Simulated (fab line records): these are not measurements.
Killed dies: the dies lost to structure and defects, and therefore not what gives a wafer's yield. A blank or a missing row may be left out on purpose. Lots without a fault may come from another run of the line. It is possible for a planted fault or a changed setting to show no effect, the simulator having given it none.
The tool behind it: which one? | flow nand-harc | 13 lots, 39 wafers sampled, at 2 steps of a route of 1302

## WHAT EACH GAUGE READ, for each wafer
NHARC_A_SGD_CUT_INSPECT_25.
lot  | measured     | on                | raw-defect-count
L489 | day 19 20:47 | defect-inspect-01 | 510 473 363
L491 | day 20 07:15 | defect-inspect-01 | 447 426 697
L493 | day 21 03:48 | defect-inspect-01 | 380 507 459
L494 | day 22 00:30 | defect-inspect-01 | 399 468 547
L496 | day 22 20:42 | defect-inspect-02 | 397 419 305
L495 | day 23 01:12 | defect-inspect-02 | 473 480 377
L500 | day 23 10:19 | defect-inspect-01 | 402 462 402
L498 | day 23 10:11 | defect-inspect-02 | 333 283 277
L504 | day 25 11:55 | defect-inspect-02 | 386 406 343
L505 | day 25 16:37 | defect-inspect-02 | 316 521 301
L506 | day 26 21:13 | defect-inspect-01 | 352 477 381
L511 | day 28 15:17 | defect-inspect-01 | 446 463 514
L512 | day 29 06:43 | defect-inspect-01 | 330 348 350

## EACH LOT AND THE TOOL THAT RAN IT (in order: tool; ch and the chambers of the sampled wafers; start)
lot  | NHARC_A_SGD_CUT_ETCH_15
L489 | rie-diel-08 ch 0,1, day 19 14:14
L491 | rie-diel-08 ch 0,1, day 20 07:15 or earlier
L493 | rie-diel-13 ch 2,3, day 21 03:48 or earlier
L494 | rie-diel-12 ch 0,1,3, day 22 00:30 or earlier
L496 | rie-diel-12 ch 0,1,3, day 22 20:42 or earlier
L495 | rie-diel-08 ch 0,1,2, day 23 01:12 or earlier
L500 | rie-diel-13 ch 0,2,3, day 23 10:19 or earlier
L498 | rie-diel-08 ch 1,2, day 23 10:11 or earlier
L504 | rie-diel-13 ch 1,2,3, day 25 11:55 or earlier
L505 | rie-diel-08 ch 1,2,3, day 25 16:37 or earlier
L506 | rie-diel-08 ch 0,3, day 26 21:13 or earlier
L511 | rie-diel-13 ch 0,1,3, day 28 15:17 or earlier
L512 | rie-diel-08 ch 0,2,3, day 29 06:43 or earlier
- NHARC_A_SGD_CUT_ETCH_15: etches the open film in CH3F/O2, target depth 75 nm, time 64.3 s.

## WHAT THE TOOLS THEMSELVES READ (means of the sampled wafers that have a number; where no wafer has one, the mark that the record gives instead)
NHARC_A_SGD_CUT_ETCH_15.
lot  | tool        | ch3f-flow-sccm (sccm) | drypump-motor-current-A (A) | mfc-ar-sccm (sccm) | oes-product-au (a.u.) | rf-vpp-V (V) | showerhead-plenum-p-Torr (Torr) | throttle-valve-pct (%)
L489 | rie-diel-08 | 49.98                 | 5.4                         | 200.1              | 1.003                 | 263.3        | 2.43                            | 20.673
L491 | rie-diel-08 | 50.08                 | 5.7                         | 200.2              | 0.990                 | 264.9        | 2.53                            | 20.660
L493 | rie-diel-13 | 50.08                 | 5.1                         | 200.3              | 0.952                 | 263.2        | 2.36                            | 20.662
L494 | rie-diel-12 | 50.12                 | 6.0                         | 200.3              | 0.974                 | 263.6        | 2.47                            | 20.666
L496 | rie-diel-12 | 50.05                 | 6.0                         | 199.4              | 0.978                 | 264.0        | 2.47                            | 20.665
L495 | rie-diel-08 | 50.01                 | 5.7                         | 200.1              | 0.977                 | 264.8        | 2.50                            | 20.669
L500 | rie-diel-13 | 49.97                 | 5.5                         | 200.2              | 0.969                 | 264.0        | 2.46                            | 20.665
L498 | rie-diel-08 | 50.00                 | 6.0                         | 199.5              | 0.968                 | 266.5        | 2.61                            | 20.667
L504 | rie-diel-13 | 49.98                 | 5.3                         | 199.8              | 0.939                 | 261.7        | 2.34                            | 20.659
L505 | rie-diel-08 | 49.96                 | 6.2                         | 200.2              | 0.959                 | 264.4        | 2.49                            | 20.668
L506 | rie-diel-08 | 49.99                 | 5.6                         | 199.9              | 0.977                 | 261.4        | 2.31                            | 20.670
L511 | rie-diel-13 | 50.03                 | 5.8                         | 200.4              | 0.961                 | 263.6        | 2.43                            | 20.664
L512 | rie-diel-08 | 50.10                 | 5.9                         | 200.2              | 0.963                 | 263.0        | 2.38                            | 20.663

## THE ANSWER, worked out from the rows above alone
Rule: usual is defined by the lots themselves. Put in order of their means at a reading, lots are off if they are a third of the lots or fewer, leave a main group of 4 or more, and stand apart from it by a gap of 3 or more times the standard deviation of the main group's means; of several such gaps the widest counts. A main group whose means are all the same, to the digits that the tables above print for the reading, isn't used. Also off: a lot with no number at a reading for which 4 or more lots have one. Any other lot the step has rows for is counted as sound. The gauges are gone through in route order, then the tools' own readings, and for those a lot's mean is taken as printed above. The first step at which some lot is off is used, and at that step the reading that is off furthest; a lot without a number counts as furthest.
Across all readings shown, no lot is off: no conclusion can be drawn from this.

## WHAT WAS PUT IN BY THE SIMULATOR
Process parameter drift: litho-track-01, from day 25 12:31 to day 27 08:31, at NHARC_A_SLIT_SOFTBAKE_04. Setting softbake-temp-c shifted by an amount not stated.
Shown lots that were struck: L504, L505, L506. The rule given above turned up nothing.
